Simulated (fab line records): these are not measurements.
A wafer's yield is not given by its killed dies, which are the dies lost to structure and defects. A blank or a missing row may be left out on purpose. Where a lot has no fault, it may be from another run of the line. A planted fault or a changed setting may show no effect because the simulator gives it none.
Matching of chambers    flow nand-harc    4 sister chambers for NHARC_A_SLIT_DESCUM_14 on rie-diel-02
The step chemistry O2, time 3 s. 8 wafers are shown with their chamber, then 7 later ones without.

WAFERS, EACH WITH ITS CHAMBER
wafer   chamber  rf-vpp-V (V)  chamber-pressure-mTorr (mTorr)
L335.1  3        58.1          59.99
L335.3  2        56.8          60.12
L335.4  1        57.1          59.94
L339.4  0        57.7          60.02
L339.5  0        56.8          59.97
L339.6  1        58.3          60.00
L340.2  2        56.2          60.05
L340.5  3        58.4          60.10

WAFERS WITHOUT THEIR CHAMBER
wafer   rf-vpp-V (V)  chamber-pressure-mTorr (mTorr)
L340.6  58.7          60.06
L352.3  58.3          59.93
L352.5  56.6          60.03
L352.6  58.2          60.05
L354.1  58.5          59.97
L354.2  56.8          59.96
L354.5  57.3          60.05

THE CHAMBER EACH PASSED THROUGH
wafer   from the rows above                in truth
L340.6  can't be placed: 3 or 1 or 0       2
L352.3  can't be placed: 1 or 3 or 0       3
L352.5  can't be placed: 2 or 0 or 1 or 3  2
L352.6  can't be placed: 3 or 1 or 0       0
L354.1  can't be placed: 1 or 3 or 0       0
L354.2  can't be placed: 0 or 1 or 2 or 3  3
L354.5  can't be placed: 0 or 2 or 3 or 1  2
Correct placement for 0 of the 7. Unplaceable from these rows: 7, with the true chamber sitting among the candidates in 6. Number placed wrongly: 0.
How it was worked out, from the rows above alone: a wafer's distance from a chamber is the root of the sum, over the readings, of the square of ((its reading less the chamber's mean) divided by the reading's scatter). The wafer belongs to the nearest chamber; if the next one is less than 2 further off, it can't be placed. Each chamber's mean is taken over the wafers shown for it. The scatter is the square root of a quotient: the sum, over the shown wafers, of each reading's squared deviation from its chamber's mean, divided by wafers minus chambers.
